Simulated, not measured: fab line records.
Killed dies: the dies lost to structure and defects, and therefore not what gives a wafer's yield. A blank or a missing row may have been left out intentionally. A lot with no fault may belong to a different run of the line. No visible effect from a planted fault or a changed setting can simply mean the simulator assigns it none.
Code-filled problem report in 8D (eight disciplines) form + flow n5_finfet + the parts of the form that need people (team, actions taken, sign-off) are left out

1. THE PROBLEM
Mean of rf_fwd_power_W at N5_ZERO_LAYER_ETCH_18: 604.5 W across 6 wafers in 2 lots; on wafers with no fault it is 796.3 W (standard deviation 2.4). That puts it -80 standard deviations away from the usual mean.
The step: etches Si in HBr/Cl2, target depth 120 nm, time 40 s.
Seen first at day 4 06:55 on rie_si-06, wafer L778.1. The record has a number at this step for 27 wafers belonging to 9 lots. Rule for "out" (also "out of limits"): further than 4 standard deviations from the usual mean. All remaining wafers that have a number are taken as sound.

2. WHAT IT IS, AND WHAT IT ISN'T
| question                    | is                     | is not                                                                                      |
|-----------------------------|------------------------|---------------------------------------------------------------------------------------------|
| which readings at this step | rf_fwd_power_W         | drypump_motor_current_A, oes_product_au, throttle_valve_pct                                 |
| which lots                  | L778, L779             | L767, L768, L781, L782, L787, L789, L790                                                    |
| which wafers of those lots  | all that have a number | -                                                                                           |
| read on which tools         | rie_si-06              | rie_si-01, rie_si-04                                                                        |
| when                        | from day 4 06:55       | up to then (6 sound wafers); but 15 sound wafers of L781, L782, L787, L789, L790 came after |

3. SUSPECTS, AND WHAT RULES EACH OUT
Counting: a tool stays on the suspect list if, at a process step up to the reading, it processed all lots that are out and no sound lot following the first of them.
- rie_si-06 at N5_ZERO_LAYER_ETCH_18 (etches Si in HBr/Cl2, target depth 120 nm, time 40 s): kept. Every lot that is out went through it, starting with L778 (day 4 06:55), and after that it ran no sound lot; the last sound lot it ran before then is L768 (day 1 18:47). Out on those wafers are its own readings of rf_fwd_power_W.
Remaining after the count: rie_si-06 at N5_ZERO_LAYER_ETCH_18.

4. THE CAUSE (what the simulator had put in)
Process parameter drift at N5_ZERO_LAYER_ETCH_18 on rie_si-06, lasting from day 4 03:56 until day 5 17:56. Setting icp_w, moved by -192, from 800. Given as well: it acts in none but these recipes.
After counting, this tool was the only one left.

5. SEQUENCE OF EFFECTS, ordered by route
Each row: a reading whose mean over the struck wafers that have a number lies more than 3 standard deviations from the usual. Scope: only readings with a usual standard deviation given in the record; hours: median across lots of the time from each lot's start at the first step in this table that gives one to its start at this step; sigmas: change in usual standard deviations.
| hours | step                  | reading        | usual   | on struck wafers | change | sigmas |
|-------|-----------------------|----------------|---------|------------------|--------|--------|
| 0     | N5_ZERO_LAYER_ETCH_18 | rf_fwd_power_W | 796.3 W | 604.5            | -191.8 | -80    |
Process steps it contains:
- N5_ZERO_LAYER_ETCH_18: etches Si in HBr/Cl2, target depth 120 nm, time 40 s.
Later measuring or inspecting steps at which every struck wafer that the step has a row for has a number for every such reading, and none has moved that far: N5_PMOS_HMC_CHANNEL_EPI_INSPECT_30, N5_BEOL_M4_RC_MEAS_101.

6. HOW IT WOULD HAVE BEEN CAUGHT EARLIER
The fault began at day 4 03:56; the first out-of-limits reading in this record came at day 4 06:55, 3 hours later.
